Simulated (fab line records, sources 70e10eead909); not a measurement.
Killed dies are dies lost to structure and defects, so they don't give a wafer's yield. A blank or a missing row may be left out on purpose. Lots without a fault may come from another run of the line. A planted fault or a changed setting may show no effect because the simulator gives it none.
fab line records | flow nand_harc
record lots=24 wafers=72 last_day=24
route steps=1159 shown P_BONDPAD@352 A_ZERO_WELL@411 A_ONON_D1@441 A_CHANNEL_HOLE_D1@468 A_CHANNEL_FILL_D1@518
lots that met no fault: from a run of the same line without faults
start_h: hours from the record's first day to the start of the lot's first wafer shown | wait_h: hours since the lot's step before | " the same as in the row above | L1.1+2: a row that stands for several wafers | - no value, or no start given | * or withheld: withheld | < > ~ a bound
route shown NAME@n: a module of which the file shows steps, and the number in the route of the first | usual: mean/standard deviation of fault-free wafers | same: alike in all rows | chamber/n: place in a boat | sites: the reading at each site | _std_site: their standard deviation | _edge_site: outer sites' mean less inner sites' | radius_mm: how far each site lies from the wafer's centre | mask NAME#n: copy n | behind: the tool/chamber that last shaped the wafer | hold: why the lot was held/for how many hours/how that ended | device: the transistor (n, p or np) that didn't switch | end of line: the same wafers' tests at the end of the route | a step without rows: its recipe alone | killed: dies lost to structure and defects at the first sort, not the wafer's yield | map: a wafer's dies, x killed, . not, _ none there
set.NAME: the setting as run; set.NAME@STEP: as run at that earlier step | model.NAME: the simulator's own value behind a step, which no gauge read
steps of the route over a sample of lots; a table a step, a row a wafer
services: from which hour (start_h, from the record's first day; less than 0 if before it) a tool's chamber was out of use, for how many hours, and why
## steps
# step NHARC_P_BONDPAD_CMP_32
# recipe target_thk_nm=200 material=SiCN
# usual motor_current_A=11.7/1 retaining_ring_pressure_frac=1.000/0.0044
# columns lot.wafer tool chamber start_h wait_h motor_current_A retaining_ring_pressure_frac
L074.3 cmp-03 0 123.32 - 10.1 0.995
L074.1 " 1 " " 12.3 1.001
L074.5 " 2 " " 12.3 0.991
L076.1 cmp-04 0 136.77 - 12.7 0.994
L076.2 " 2 " " 11.4 1.004
L076.5 " 0 " " 12.3 0.994
L075.2 cmp-03 1 137.32 - 11.9 1.003
L075.3 " 3 " " 11.7 1.002
L075.6 " 2 " " 12.9 1.001
L077.4 cmp-03 3 144.87 - 12.3 1.001
L077.3 " 0 " " 10.9 0.993
L077.5 " 1 " " 12.3 0.996
L078.2 cmp-02 0 146.18 - 9.2 0.991
L078.6 " 0 " " 9.6 1.001
L078.5 " 1 " " 11.1 0.999
L080.1 cmp-02 2 163.13 - 12.5 1.001
L080.2 " 3 " " 12.9 0.998
L080.6 " 2 " " 13.0 1.003
L079.4 cmp-02 0 165.23 - 10.2 0.993
L079.1 " 1 " " 10.8 1.003
L079.6 " 1 " " 11.2 0.997
L081.3 cmp-04 0 170.30 - 12.1 1.002
L081.1 " 1 " " 10.2 0.997
L081.6 " 2 " " 11.1 1.002
L082.4 cmp-02 0 172.92 - 9.7 1.007
L082.3 " 3 " " 12.7 1.003
L082.6 " 0 " " 9.8 1.004
L083.3 cmp-04 3 173.61 - 10.9 0.994
L083.4 " 0 " " 12.7 0.998
L083.6 " 3 " " 11.1 0.998
L085.3 cmp-04 0 188.47 - 12.5 0.999
L085.4 " 1 " " 11.0 1.003
L085.1 " 3 " " 10.9 0.995
L084.3 cmp-04 3 189.12 - 10.9 1.001
L084.2 " 1 " " 10.7 1.000
L084.6 " 3 " " 11.0 0.998
L086.2 cmp-03 2 202.33 - 13.2 1.003
L086.4 " 3 " " 11.8 1.003
L086.5 " 2 " " 12.7 1.000
L087.1 cmp-02 3 207.63 - 13.1 0.998
L087.3 " 0 " " 10.3 1.000
L087.2 " 2 " " 13.3 0.997
L088.2 cmp-03 0 220.92 - 10.8 0.999
L088.5 " 0 " " 11.0 0.999
L088.6 " 1 " " 11.8 0.996
L089.4 cmp-04 3 224.77 - 11.5 1.003
L089.1 " 1 " " 10.9 0.995
L089.5 " 3 " " 11.3 1.006
L090.1 cmp-03 0 226.65 - 11.0 1.004
L090.2 " 1 " " 11.9 0.993
L090.4 " 3 " " 11.8 1.002
L092.4 cmp-03 0 228.48 - 11.1 1.003
L092.2 " 2 " " 13.1 0.999
L092.1 " 3 " " 12.6 1.001
L091.3 cmp-04 3 228.73 - 10.8 0.996
L091.1 " 2 " " 11.5 0.997
L091.5 " 0 " " 12.0 1.000
L093.3 cmp-02 0 236.23 - 9.4 1.000
L093.1 " 1 " " 10.7 1.005
L093.2 " 2 " " 13.3 1.004
L094.3 cmp-04 2 247.20 - 11.0 1.000
L094.1 " 3 " " 10.9 1.001
L094.5 " 2 " " 11.3 0.996
L095.2 cmp-03 2 252.89 - 13.2 1.003
L095.4 " 1 " " 12.7 1.000
L095.5 " 3 " " 13.0 1.002
L097.3 cmp-02 0 257.69 - 9.5 1.001
L097.2 " 1 " " 10.8 1.007
L097.1 " 2 " " 13.5 1.002
L096.4 cmp-03 2 258.40 - 12.5 1.003
L096.1 " 3 " " 11.7 0.987
L096.5 " 0 " " 11.1 1.005
# step NHARC_P_BONDPAD_DESCUM_11
# recipe time_s=3 o2_flow_sccm=200 ar_flow_sccm=0 bias_power_w=0 chemistry=O2
# usual drypump_motor_current_A=5.9/0.64 oes_product_au=0.997/0.0069 rf_vpp_V=57.9/0.91 showerhead_plenum_p_Torr=1.95/0.076 throttle_valve_pct=11.312/0.009
# columns lot.wafer tool chamber start_h wait_h drypump_motor_current_A oes_product_au rf_hours_counter_h rf_vpp_V showerhead_plenum_p_Torr throttle_valve_pct
L074.3 rie_diel-06 0 124.20 - 6.3 0.989 16 57.7 1.90 11.311
L074.1 " 2 " " 5.3 0.993 16 58.6 1.91 11.322
L074.5 " 2 " " 5.2 0.993 - 57.7 1.91 11.302
L076.2 rie_diel-10 3 137.67 - 4.9 1.010 13 59.8 1.93 11.321
L076.1 " 0 " " 6.5 0.996 14 57.4 2.03 11.317
L076.5 " 0 " " 6.5 0.996 - 56.5 2.03 11.308
L075.3 rie_diel-10 0 138.35 - 6.5 0.992 14 59.7 2.03 11.312
L075.2 " 2 " " 6.3 0.992 12 59.0 2.04 11.322
L075.6 " 0 " " 6.5 0.999 - 58.2 2.03 11.306
L077.3 rie_diel-10 3 145.73 - 4.9 0.994 13 57.9 1.93 11.313
L077.4 " 0 " " 6.5 0.990 14 58.0 2.03 11.322
L077.5 " 2 " " 6.3 0.998 - 57.9 2.04 11.322
L078.2 rie_diel-10 1 147.28 - 6.4 1.004 13 57.5 1.86 11.323
L078.6 " 2 " " 6.2 0.998 - 58.0 2.04 11.323
L078.5 " 3 " " 4.9 1.007 - 57.5 1.93 11.302
L080.2 rie_diel-10 2 164.17 - 6.3 1.003 14 58.8 2.04 11.325
L080.1 " 3 " " 4.9 0.991 16 57.5 1.93 11.322
L080.6 " 1 " " 6.4 1.008 - 56.0 1.86 11.318
L079.4 rie_diel-10 2 166.27 - 6.3 0.995 14 59.6 2.04 11.317
L079.1 " 0 " " 6.5 0.990 16 58.0 2.03 11.314
L079.6 " 1 " " 6.4 0.999 - 56.4 1.86 11.323
L081.3 rie_diel-10 1 171.31 - 6.4 0.999 16 57.7 1.86 11.307
L081.1 " 2 " " 6.3 1.001 15 58.9 2.04 11.307
L081.6 " 1 " " 6.4 0.993 - 57.9 1.86 11.312
L082.3 rie_diel-10 1 173.95 - 6.4 0.996 16 57.0 1.86 11.317
L082.4 " 3 " " 4.9 0.990 17 57.2 1.93 11.305
L082.6 " 0 " " 6.5 0.994 - 59.6 2.03 11.314
L083.3 rie_diel-11 1 174.52 - 6.4 0.995 57 57.0 1.96 11.315
L083.4 " 3 " " 5.7 1.008 59 57.2 1.82 11.334
L083.6 " 2 " " 5.5 1.008 - 58.3 1.77 11.310
L085.4 rie_diel-10 0 189.50 - 6.5 1.006 0 56.4 2.03 11.324
L085.3 " 1 " " 6.4 1.012 0 56.7 1.86 11.319
L085.1 " 3 " " 4.9 0.988 0 57.4 1.93 11.323
L084.3 rie_diel-10 3 190.20 - 4.9 0.995 0 57.9 1.93 11.324
L084.2 " 0 " " 6.5 1.002 1 58.7 2.03 11.302
L084.6 " 2 " " 6.3 0.991 - 59.0 2.04 11.329
L086.2 rie_diel-10 3 203.26 - 4.9 0.987 1 59.1 1.93 11.321
L086.4 " 1 " " 6.4 1.000 2 58.3 1.86 11.301
L086.5 " 0 " " 6.5 0.996 - 59.4 2.03 11.301
L087.2 rie_diel-06 3 208.53 - 5.4 1.000 59 57.7 2.02 11.318
L087.3 " 0 " " 6.3 0.996 60 58.3 1.88 11.303
L087.1 " 2 " " 5.2 0.995 51 58.1 1.90 11.302
L088.2 rie_diel-10 0 221.84 - 6.5 1.002 4 58.0 2.02 11.321
L088.6 " 2 " " 6.3 0.998 - 57.5 2.03 11.314
L088.5 " 3 " " 4.9 0.999 - 57.5 1.93 11.316
L089.4 rie_diel-10 2 225.69 - 6.3 0.990 4 57.9 2.04 11.319
L089.1 " 3 " " 4.9 1.008 4 57.1 1.93 11.316
L089.5 " 0 " " 6.5 1.001 - 58.5 2.02 11.312
L090.2 rie_diel-10 1 227.56 - 6.4 1.005 4 56.8 1.86 11.300
L090.1 " 2 " " 6.3 0.988 4 57.9 2.03 11.308
L090.4 " 1 " " 6.4 0.994 - 59.3 1.86 11.293
L092.1 rie_diel-10 2 229.53 - 6.3 0.998 4 59.1 2.04 11.311
L092.2 " 3 " " 4.9 0.995 4 59.2 1.93 11.311
L092.4 " 3 " " 4.9 0.998 - 58.1 1.93 11.309
L091.3 rie_diel-10 1 229.81 - 6.3 0.998 4 57.6 1.86 11.317
L091.1 " 2 " " 6.3 1.001 4 57.9 2.03 11.306
L091.5 " 1 " " 6.3 1.017 - 57.3 1.86 11.309
L093.3 rie_diel-10 0 237.30 - 6.5 0.992 5 57.5 2.02 11.298
L093.2 " 2 " " 6.3 0.999 6 57.6 2.03 11.318
L093.1 " 3 " " 4.9 0.991 6 59.0 1.93 11.313
L094.1 rie_diel-10 3 248.20 - 4.9 0.987 6 57.3 1.93 11.307
L094.3 " 2 " " 6.3 1.000 6 59.1 2.03 11.317
L094.5 " 0 " " 6.4 0.995 - 57.8 2.02 11.286
L095.4 rie_diel-10 3 253.79 - 4.9 1.002 6 57.9 1.93 11.306
L095.2 " 0 " " 6.5 0.994 6 58.1 2.02 11.310
L095.5 " 0 " " 6.5 0.990 - 56.5 2.02 11.303
L097.1 rie_diel-06 3 258.75 - 5.4 1.001 4 57.8 2.01 11.304
L097.2 " 0 " " 6.3 0.997 4 57.9 1.88 11.318
L097.3 " 1 " " 5.5 1.005 5 59.4 2.03 11.322
L096.4 rie_diel-11 0 259.40 - 5.5 0.998 26 57.8 2.01 11.310
L096.1 " 1 " " 6.4 0.989 26 58.0 1.95 11.321
L096.5 " 3 " " 5.7 0.999 - 56.8 1.81 11.314
# step NHARC_A_ZERO_WELL_RTA_16
# recipe temp_c=1000 time_s=10
# usual lamp_power_pct=30.0/1.9 lamp_zone_7_pct=30.4/1.9 wafer_temp_C_max=1005.8/1.2
# columns lot.wafer tool chamber start_h wait_h lamp_power_pct lamp_zone_7_pct wafer_temp_C_max
L074.1 rtp_anneal-01 0 129.24 - 32.0 32.6 1004.9
L074.3 " 0 " " 32.1 32.6 1004.8
L074.5 " 0 " " 32.0 32.6 1004.9
L076.1 rtp_anneal-01 0 142.80 - 32.1 32.6 1005.7
L076.2 " 0 " " 32.1 32.6 1006.3
L076.5 " 0 " " 32.1 32.6 1006.7
L075.2 rtp_anneal-02 0 143.47 - 28.2 28.7 1008.7
L075.3 " 0 " " 28.2 28.7 1005.7
L075.6 " 0 " " 28.2 28.7 1007.2
L077.3 rtp_anneal-02 0 150.80 - 28.2 28.7 1007.5
L077.4 " 0 " " 28.2 28.7 1004.6
L077.5 " 0 " " 28.2 28.6 1005.4
L078.2 rtp_anneal-02 0 152.49 - 28.2 28.7 1005.9
L078.5 " 0 " " 28.2 28.7 1007.3
L078.6 " 0 " " 28.2 28.6 1007.3
L080.1 rtp_anneal-01 0 169.44 - 32.0 32.6 1004.7
L080.2 " 0 " " 32.1 32.5 1003.9
L080.6 " 0 " " 32.1 32.6 1004.1
L079.1 rtp_anneal-02 0 171.70 - 28.2 28.7 1005.3
L079.4 " 0 " " 28.2 28.7 1004.9
L079.6 " 0 " " 28.2 28.7 1006.0
L081.1 rtp_anneal-02 0 176.85 - 28.2 28.6 1007.3
L081.3 " 0 " " 28.2 28.7 1005.7
L081.6 " 0 " " 28.2 28.7 1005.8
L082.3 rtp_anneal-02 0 179.18 - 28.3 28.7 1005.8
L082.4 " 0 " " 28.1 28.7 1006.9
L082.6 " 0 " " 28.2 28.7 1004.1
L083.3 rtp_anneal-01 0 180.31 - 32.1 32.5 1005.8
L083.4 " 0 " " 32.0 32.5 1006.0
L083.6 " 0 " " 32.1 32.6 1005.7
L085.1 rtp_anneal-01 0 194.74 - 31.9 32.5 1004.6
L085.3 " 0 " " 32.0 32.5 1004.5
L085.4 " 0 " " 32.0 32.5 1005.6
L084.2 rtp_anneal-02 0 195.44 - 28.2 28.6 1005.1
L084.3 " 0 " " 28.2 28.7 1006.9
L084.6 " 0 " " 28.2 28.6 1007.3
L086.2 rtp_anneal-02 0 208.54 - 28.2 28.7 1006.2
L086.4 " 0 " " 28.2 28.7 1007.8
L086.5 " 0 " " 28.2 28.7 1005.5
L087.1 rtp_anneal-02 0 213.65 - 28.2 28.7 1009.2
L087.2 " 0 " " 28.3 28.6 1006.4
L087.3 " 0 " " 28.2 28.7 1006.5
L088.2 rtp_anneal-01 0 227.19 - 32.1 32.5 1004.3
L088.5 " 0 " " 32.0 32.6 1007.1
L088.6 " 0 " " 32.1 32.5 1006.0
L089.1 rtp_anneal-02 0 230.94 - 28.2 28.7 1007.0
L089.4 " 0 " " 28.2 28.7 1006.3
L089.5 " 0 " " 28.2 28.6 1008.2
L090.1 rtp_anneal-02 0 233.12 - 28.1 28.7 1007.3
L090.2 " 0 " " 28.2 28.6 1007.3
L090.4 " 0 " " 28.2 28.7 1005.3
L092.1 rtp_anneal-01 0 235.41 - 32.0 32.5 1004.8
L092.2 " 0 " " 32.1 32.5 1005.2
L092.4 " 0 " " 32.0 32.5 1005.6
L091.1 rtp_anneal-01 0 235.58 - 32.1 32.6 1002.9
L091.3 " 0 " " 32.0 32.5 1003.9
L091.5 " 0 " " 32.0 32.6 1004.3
L093.1 rtp_anneal-02 0 242.50 0.1 28.2 28.7 1007.2
L093.2 " 0 " " 28.2 28.6 1006.5
L093.3 " 0 " " 28.2 28.6 1004.5
L094.1 rtp_anneal-01 0 253.59 - 32.1 32.6 1005.0
L094.3 " 0 " " 32.0 32.5 1005.5
L094.5 " 0 " " 32.0 32.6 1005.3
L095.2 rtp_anneal-01 0 259.08 - 32.0 32.6 1005.1
L095.4 " 0 " " 32.1 32.6 1004.5
L095.5 " 0 " " 32.1 32.6 1004.3
L097.1 rtp_anneal-02 0 263.93 - 28.2 28.7 1003.8
L097.2 " 0 " " 28.2 28.6 1004.6
L097.3 " 0 " " 28.2 28.6 1006.1
L096.1 rtp_anneal-01 0 264.66 - 32.1 32.6 1007.3
L096.4 " 0 " " 32.0 32.6 1005.6
L096.5 " 0 " " 32.0 32.6 1005.6
# step NHARC_A_ONON_D1_THK_MEAS_24
# recipe thk_meas_gauge=ellipsometry
# usual thk_nm=1000/12
# columns lot.wafer tool chamber start_h wait_h thk_nm
L074.1 film_metro-02 - 166.02 - 982
L074.3 " - " " 983
L074.5 " - " " 983
L076.1 film_metro-02 - 175.28 - 989
L076.2 " - " " 990
L076.5 " - " " 988
L075.2 film_metro-01 - 175.35 - 993
L075.3 " - " " 993
L075.6 " - " " 994
L078.2 film_metro-01 - 182.68 - 1007
L078.5 " - " " 1007
L078.6 " - " " 1007
L077.3 film_metro-02 - 182.68 - 997
L077.4 " - " " 994
L077.5 " - " " 995
L080.1 film_metro-02 - 202.08 - 988
L080.2 " - " " 988
L080.6 " - " " 990
L079.1 film_metro-01 - 202.22 - 1000
L079.4 " - " " 1000
L079.6 " - " " 998
L082.3 film_metro-01 - 212.74 - 996
L082.4 " - " " 997
L082.6 " - " " 995
L083.3 film_metro-02 - 212.74 - 1006
L083.4 " - " " 1009
L083.6 " - " " 1007
L081.1 film_metro-02 - 212.75 - 1004
L081.3 " - " " 1004
L081.6 " - " " 1003
L084.2 film_metro-01 - 228.60 - 1010
L084.3 " - " " 1011
L084.6 " - " " 1011
L085.1 film_metro-02 - 228.60 - 1031
L085.3 " - " " 1033
L085.4 " - " " 1031
L086.2 film_metro-02 - 246.14 - 992
L086.4 " - " " 993
L086.5 " - " " 993
L087.1 film_metro-01 - 246.14 - 1002
L087.2 " - " " 1002
L087.3 " - " " 1001
L088.2 film_metro-01 - 261.83 - 996
L088.5 " - " " 996
L088.6 " - " " 997
L089.1 film_metro-01 - 261.83 - 991
L089.4 " - " " 988
L089.5 " - " " 988
L090.1 film_metro-02 - 265.32 - 1011
L090.2 " - " " 1011
L090.4 " - " " 1014
L092.1 film_metro-01 - 265.33 - 1012
L092.2 " - " " 1012
L092.4 " - " " 1011
L091.1 film_metro-02 - 265.33 - 1015
L091.3 " - " " 1013
L091.5 " - " " 1014
L093.1 film_metro-02 - 276.27 - 987
L093.2 " - " " 988
L093.3 " - " " 987
L094.1 film_metro-02 - 286.63 - 992
L094.3 " - " " 995
L094.5 " - " " 996
L095.2 film_metro-02 - 293.69 - 982
L095.4 " - " " 983
L095.5 " - " " 982
L097.1 film_metro-01 - 293.69 - 987
L097.2 " - " " 986
L097.3 " - " " 987
L096.1 film_metro-01 - 299.31 - 1016
L096.4 " - " " 1016
L096.5 " - " " 1019
# step NHARC_A_CHANNEL_HOLE_D1_ETCH_34
# recipe target_depth_a=1540 time_s=77 cf4_flow_sccm=100 chf3_flow_sccm=30 ar_flow_sccm=0 rf_w=500 bias_w=200 chemistry=CF4/CHF3
# usual chf3_flow_sccm=29.99/0.1 drypump_motor_current_A=5.6/0.43 oes_product_au=0.947/0.024 rf_vpp_V=369.9/2.2 showerhead_plenum_p_Torr=1.56/0.06 throttle_valve_pct=16.803/0.0081
# columns lot.wafer tool chamber start_h wait_h chf3_flow_sccm drypump_motor_current_A oes_product_au rf_hours_counter_h rf_vpp_V showerhead_plenum_p_Torr throttle_valve_pct
L074.1 rie_diel-02 0 - - 29.96 5.6 0.989 1 369.0 1.58 16.796
L074.3 " 3 " " 30.13 5.2 0.968 1 368.4 1.49 16.803
L074.5 " 0 " " 29.90 5.6 0.980 - 371.4 1.58 16.802
L076.2 rie_diel-02 0 - - 29.95 5.6 0.972 2 371.1 1.58 16.791
L076.1 " 1 " " 30.01 5.6 0.967 2 368.5 1.52 16.819
L076.5 " 3 " " 30.03 5.2 0.968 - 367.3 1.49 16.816
L075.3 rie_diel-04 3 - - 29.88 6.2 0.928 5 368.3 1.49 16.808
L075.2 " 0 " " 30.12 5.1 0.928 3 371.5 1.60 16.804
L075.6 " 2 " " 30.02 5.0 0.926 - 369.4 1.52 16.804
L078.2 rie_diel-04 2 - - 29.90 5.0 0.971 7 370.3 1.52 16.798
L078.5 " 1 " " 30.02 6.4 0.963 - 368.3 1.51 16.806
L078.6 " 2 " " 29.99 5.0 0.987 - 369.1 1.52 16.805
L077.4 rie_diel-12 0 - - 29.82 6.1 0.930 9 370.6 1.58 16.810
L077.3 " 1 " " 30.15 5.6 0.921 9 369.2 1.52 16.810
L077.5 " 2 " " 29.99 5.9 0.927 - 373.0 1.69 16.818
L080.2 rie_diel-04 0 - - 30.09 5.1 0.947 4 370.6 1.60 16.796
L080.1 " 1 " " 30.10 6.4 0.918 7 369.1 1.51 16.771
L080.6 " 3 " " 30.06 6.2 0.921 - 367.1 1.49 16.805
L079.1 rie_diel-02 2 - - 30.00 5.5 0.964 2 372.6 1.63 16.802
L079.4 " 3 " " 30.04 5.1 0.971 2 368.6 1.49 16.798
L079.6 " 1 " " 30.06 5.5 0.962 - 368.3 1.52 16.804
L082.4 rie_diel-02 2 - - 29.95 5.5 0.932 3 371.0 1.63 16.795
L082.3 " 1 " " 29.93 5.5 0.918 6 369.0 1.52 16.800
L082.6 " 2 " " 30.00 5.5 0.924 - 372.4 1.63 16.798
L083.3 rie_diel-02 3 - - 29.88 5.2 0.915 4 366.8 1.49 16.795
L083.4 " 0 " " 29.85 5.6 0.938 5 370.0 1.57 16.813
L083.6 " 0 " " 29.88 5.6 0.934 - 369.5 1.57 16.796
L081.1 rie_diel-04 2 - - 30.00 5.0 0.930 9 369.7 1.52 16.798
L081.3 " 3 " " 30.07 6.2 0.929 8 367.6 1.49 16.815
L081.6 " 1 " " 29.96 6.4 0.915 - 367.1 1.51 16.810
L084.2 rie_diel-12 3 - - 29.84 5.8 0.929 1 368.3 1.55 16.819
L084.3 " 1 " " 30.09 5.6 0.927 1 367.5 1.52 16.807
L084.6 " 1 " " 29.93 5.6 0.930 - 368.1 1.52 16.803
L085.3 rie_diel-04 3 - - 30.22 6.2 0.975 9 368.9 1.49 16.811
L085.4 " 0 " " 30.00 5.1 0.956 6 371.0 1.60 16.812
L085.1 " 2 " " 29.75 5.0 0.981 10 367.3 1.52 16.792
L087.2 rie_diel-12 1 - - 29.92 5.6 0.961 2 368.6 1.52 16.807
L087.3 " 2 " " 29.91 5.9 0.965 2 374.1 1.69 16.803
L087.1 " 0 " " 30.07 6.1 0.964 1 371.2 1.58 16.795
L086.2 rie_diel-02 3 - - 29.91 5.1 0.925 6 369.7 1.49 16.795
L086.4 " 0 " " 29.95 5.6 0.926 8 370.4 1.57 16.805
L086.5 " 3 " " 30.00 5.1 0.921 - 369.0 1.49 16.794
L088.2 rie_diel-02 1 - - 30.03 5.5 0.917 8 369.1 1.52 16.800
L088.6 " 2 " " 29.92 5.5 0.931 - 372.3 1.63 16.809
L088.5 " 3 " " 29.94 5.1 0.932 - 366.6 1.49 16.801
L089.4 rie_diel-04 0 - - 29.99 5.1 0.986 9 371.5 1.60 16.808
L089.1 " 3 " " 29.90 6.2 0.977 11 368.0 1.49 16.800
L089.5 " 0 " " 30.11 5.1 1.001 - 372.5 1.60 16.800
L090.2 rie_diel-04 2 - - 29.86 5.0 0.921 13 369.0 1.52 16.795
L090.1 " 3 " " 30.07 6.2 0.909 12 369.0 1.49 16.801
L090.4 " 0 " " 30.02 5.2 0.923 9 371.6 1.60 16.805
L092.1 rie_diel-12 2 - - 29.89 5.9 0.926 3 374.9 1.69 16.807
L092.2 " 3 " " 30.01 5.8 0.928 2 370.4 1.55 16.812
L092.4 " 2 " " 29.84 5.9 0.932 - 374.5 1.69 16.820
L091.1 rie_diel-12 1 - - 30.04 5.6 0.963 4 367.6 1.52 16.802
L091.3 " 2 " " 29.83 5.9 0.974 4 373.4 1.69 16.802
L091.5 " 1 " " 29.98 5.6 0.947 - 369.4 1.52 16.808
L093.2 rie_diel-02 1 - - 29.96 5.5 0.924 9 366.5 1.51 16.809
L093.3 " 2 " " 29.92 5.4 0.916 8 371.5 1.63 16.811
L093.1 " 0 " " 30.14 5.6 0.929 10 369.0 1.57 16.808
L094.3 rie_diel-12 3 - - 29.87 5.9 0.948 4 370.4 1.55 16.806
L094.1 " 2 " " 29.96 5.9 0.943 5 376.1 1.69 16.796
L094.5 " 3 " " 30.04 5.9 0.950 - 369.2 1.55 16.816
L095.2 rie_diel-04 2 - - 29.90 5.0 0.975 0 370.2 1.52 16.813
L095.4 " 3 " " 30.00 6.2 0.971 0 367.7 1.49 16.815
L095.5 " 1 " " 29.98 6.4 0.966 - 366.5 1.51 16.817
L097.1 rie_diel-02 2 - - 30.12 5.5 0.971 9 372.5 1.63 16.798
L097.2 " 3 " " 29.97 5.1 0.963 10 367.7 1.49 16.805
L097.3 " 0 " " 30.06 5.6 0.988 11 372.5 1.57 16.794
L096.1 rie_diel-12 2 - - 29.99 5.9 0.963 6 373.6 1.69 16.785
L096.4 " 0 " " 30.16 6.2 0.981 4 371.6 1.58 16.810
L096.5 " 3 " " 29.92 5.9 0.975 - 370.4 1.55 16.793
# step NHARC_A_CHANNEL_FILL_D1_INSPECT_13
# usual raw_defect_count=276/93
# columns lot.wafer tool chamber start_h wait_h raw_defect_count
L074.1 defect_inspect-02 - 232.48 0.2 494
L074.3 " - " " 217
L074.5 " - " " 176
L075.2 defect_inspect-02 - 236.62 0.1 255
L075.3 " - " " 274
L075.6 " - " " 240
L076.1 defect_inspect-01 - 236.70 0.2 223
L076.2 " - " " 194
L076.5 " - " " 286
L078.2 defect_inspect-02 - 243.79 0.1 277
L078.5 " - " " 172
L078.6 " - " " 134
L077.3 defect_inspect-01 - 243.87 0.1 468
L077.4 " - " " 201
L077.5 " - " " 265
L079.1 defect_inspect-01 - 264.62 0.2 267
L079.4 " - " " 310
L079.6 " - " " 269
L080.1 defect_inspect-02 - 264.62 0.2 284
L080.2 " - " " 421
L080.6 " - " " 380
L083.3 defect_inspect-02 - 276.77 0.1 288
L083.4 " - " " 136
L083.6 " - " " 346
L082.3 defect_inspect-01 - 276.78 0.1 365
L082.4 " - " " 220
L082.6 " - " " 386
L081.1 defect_inspect-01 - 282.90 0.2 309
L081.3 " - " " 181
L081.6 " - " " 265
L084.2 defect_inspect-02 - 293.56 0.1 131
L084.3 " - " " 317
L084.6 " - " " 169
L085.1 defect_inspect-01 - 297.19 0.2 273
L085.3 " - " " 479
L085.4 " - " " 222
L086.2 defect_inspect-01 - 308.33 0.1 185
L086.4 " - " " 257
L086.5 " - " " 228
L087.1 defect_inspect-01 - 308.50 0.2 176
L087.2 " - " " 150
L087.3 " - " " 180
L088.2 defect_inspect-01 - 322.24 0.1 172
L088.5 " - " " 434
L088.6 " - " " 450
L089.1 defect_inspect-02 - 322.26 0.2 235
L089.4 " - " " 272
L089.5 " - " " 326
L092.1 defect_inspect-02 - 327.05 0.2 340
L092.2 " - " " 228
L092.4 " - " " 305
L090.1 defect_inspect-01 - 327.05 0.2 195
L090.2 " - " " 253
L090.4 " - " " 266
L091.1 defect_inspect-02 - 327.23 0.2 213
L091.3 " - " " 256
L091.5 " - " " 193
L093.1 defect_inspect-02 - 337.11 0.2 261
L093.2 " - " " 321
L093.3 " - " " 280
L094.1 defect_inspect-01 - 348.18 0.2 251
L094.3 " - " " 407
L094.5 " - " " 311
L095.2 defect_inspect-01 - 359.98 0.1 389
L095.4 " - " " 368
L095.5 " - " " 254
L096.1 defect_inspect-01 - 360.13 0.2 306
L096.4 " - " " 283
L096.5 " - " " 216
L097.1 defect_inspect-02 - 360.14 0.2 285
L097.2 " - " " 293
L097.3 " - " " 269
## services
# columns tool chamber start_h hours kind
rie_diel-04 0 100.32 3.8 repair
cmp-04 - 105.16 4.0 pm
rie_diel-04 - 112.25 9.0 pm
rie_diel-02 3 125.14 5.6 repair
cmp-04 - 136.18 0.3 repair
rie_diel-04 0 136.29 22.1 repair
rie_diel-02 - 150.70 9.0 pm
cmp-03 - 156.13 4.0 pm
rie_diel-04 2 168.41 2.5 repair
rie_diel-10 0 168.76 4.2 repair
cmp-03 - 168.88 1.5 repair
rie_diel-02 2 174.29 8.0 repair
rie_diel-10 - 176.50 9.0 pm
cmp-03 - 187.96 3.7 repair
cmp-04 - 203.16 4.0 pm
rie_diel-10 0 226.54 8.8 repair
cmp-03 - 228.95 5.5 repair
cmp-03 - 254.13 4.0 pm
cmp-04 - 264.64 0.9 repair
cmp-03 - 270.36 1.9 repair
cmp-04 - 281.46 6.5 repair
rie_diel-10 0 281.67 5.5 repair
rie_diel-04 0 285.42 17.4 repair
rtp_anneal-02 - 300.15 12.0 pm
## key
fault none
